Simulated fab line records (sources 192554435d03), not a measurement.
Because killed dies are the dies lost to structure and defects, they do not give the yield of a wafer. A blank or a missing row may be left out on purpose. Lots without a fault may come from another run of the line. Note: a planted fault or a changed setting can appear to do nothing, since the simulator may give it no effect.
Comparing a struck lot with a sound one | flow n5-finfet | 33 out of 1938 route steps
Sound: wafers L985.2, L985.4, L985.6. The struck wafers were L999.2, L999.3, L999.6. The cause is named last.
Each step with rows lists, per side, the tool, then ch with its chambers, then its first start. Under that, the readings that differ: sound wafers | struck wafers | difference of the means | sigmas: that difference in standard deviations of wafers without a fault.
alike: readings with means less than 2 such deviations apart, plus words and numbers identical on both sides. not compared: withheld readings, readings lacking a value on some wafer, bounds such as >300 that could conceal the same value, and numbers that have no deviation in the record and whose values overlap.
Wherever a step has rows on one side only, a row that says differs or no value, or a row with sigmas, the two part there. Numbers that have no deviation but don't overlap get no sigmas and don't part them. Lack of a reading on every wafer of one side parts them only where that side has two or more wafers.

first, 9 steps without rows for these wafers: N5_HKMG_FIN_DEVELOP_48 (develop time 30 s); N5_HKMG_FIN_DESCUM_53 (chemistry O2, time 7.9 s); N5_HKMG_FIN_ETCH_54 (etches SiARC in CF4, target depth 45.5 nm, time 75.8 s); N5_HKMG_FIN_ETCH_55 (etches SOC in N2/H2, target depth 240 nm, time 300 s); N5_HKMG_FIN_STRIP_56 (strips in N2/H2); N5_HKMG_FIN_STRIP_57 (strips in CF4); N5_HKMG_FIN_ETCH_58 (etches SOC in N2/H2, target depth 215.8 nm, time 741 s); N5_HKMG_FIN_STRIP_93 (strips SOC in N2/H2, time 20 s); N5_HKMG_FIN_WET_ETCH_76 (etches Al2O3 in dNH4OH, stops on La2O3, target depth 2.25 nm, rinse time 30 s).
N5_HKMG_FIN_STRIP_60: strips in N2/H2, time 360 s.
  sound on plasma-asher-02 ch 0,1, day 5 12:18; struck on plasma-asher-02 ch 0,1, day 9 05:36
  alike: drypump-motor-current-A, h2-flow-sccm, heater-power-w
  not compared: rf-hours-counter-h
then, 19 steps without rows for these wafers: N5_HKMG_FIN_WET_ETCH_77 (etches La2O3 in dHCl, stops on HfO2, target depth 2 nm); N5_HKMG_FIN_WET_ETCH_78 (etches Al2O3 in dNH4OH, stops on La2O3, target depth 4.5 nm, rinse time 30 s); N5_HKMG_FIN_ALD_79 (deposits TiN, target thk 1.5 nm, pulse time 1 s, purge time 3 s); N5_HKMG_FIN_CVD_62 (deposits a-Si from Si2H6, target thk 3 nm, time 20.8 s); N5_HKMG_FIN_RTA_80 (time 2 s); N5_HKMG_FIN_PRECLEAN_64 (cleans in dHF, time 30 s); N5_HKMG_FIN_WET_ETCH_65 (etches a-Si in TMAH, stops on TiN, time 49 s, target depth 3 nm); N5_HKMG_FIN_WET_ETCH_81 (etches TiN in SC1, stops on HfO2, time 57 s, target depth 6 nm); N5_HKMG_FIN_WET_ETCH_82 (etches La2O3 in dHCl, stops on HfO2, target depth 2 nm, rinse time 30 s); N5_HKMG_FIN_ALD_36 (deposits TiN, target thk 1 nm, pulse time 1 s, purge time 3 s); N5_HKMG_FIN_PWFM_ALD_03 (deposits TiN, target thk 2 nm, pulse time 1 s, purge time 3 s); N5_HKMG_FIN_COAT_29 (time 60 s, resist thk 300 nm); N5_HKMG_FIN_COAT_30 (time 60 s, resist thk 35 nm); N5_HKMG_FIN_COAT_06 (resist thk 90 nm); N5_HKMG_FIN_EBR_08; N5_HKMG_FIN_SOFTBAKE_07 (time 60 s); N5_HKMG_FIN_EXPOSE_09 (exposes mask NWFM); N5_HKMG_FIN_PEB_10 (peb time 60 s); N5_HKMG_FIN_DEVELOP_11 (develop time 30 s).
N5_HKMG_FIN_INSPECT_14: inspects for defects (macro).
  struck on defect-inspect-02, day 9 08:04; sound on defect-inspect-01, day 5 14:56
  reading          | sound | struck         | difference | sigmas
  raw-defect-count | 4 3 2 | >300 >300 >300 | differs    |
then, 1 step without rows for these wafers: N5_HKMG_FIN_DESCUM_17 (chemistry O2, time 7.9 s).
-- record jumps: 4 days separate the struck wafers' starts on either side; left off in module HKMG_FIN, taken up again in module BEOL_M4, whose first shown step is the route's number 1111 --
N5_BEOL_M4_RC_MEAS_101:
  sound on prober-01 ch 0, day 9 00:07; struck on prober-02 ch 0, day 12 20:27
  alike: DIBL_N, DIBL_P, IOFF_N, IOFF_P, ION_N, ION_P, SS_N, SS_P, VT_N, VT_P
-- a jump in the record: the struck wafers' starts before and after are 4 days apart (it breaks off in module BEOL_M4 and resumes in module PASSIVATION, where the first step shown is number 1936 of the route) --
N5_PASSIVATION_PROBE_49:
  record: rows for the struck wafers here (prober-01, day 17 03:55), none for the sound ones

WHERE THEY PART
Last at N5_PASSIVATION_PROBE_49 as far as this record goes, first at N5_HKMG_FIN_INSPECT_14.

WHY: what the simulator had put in
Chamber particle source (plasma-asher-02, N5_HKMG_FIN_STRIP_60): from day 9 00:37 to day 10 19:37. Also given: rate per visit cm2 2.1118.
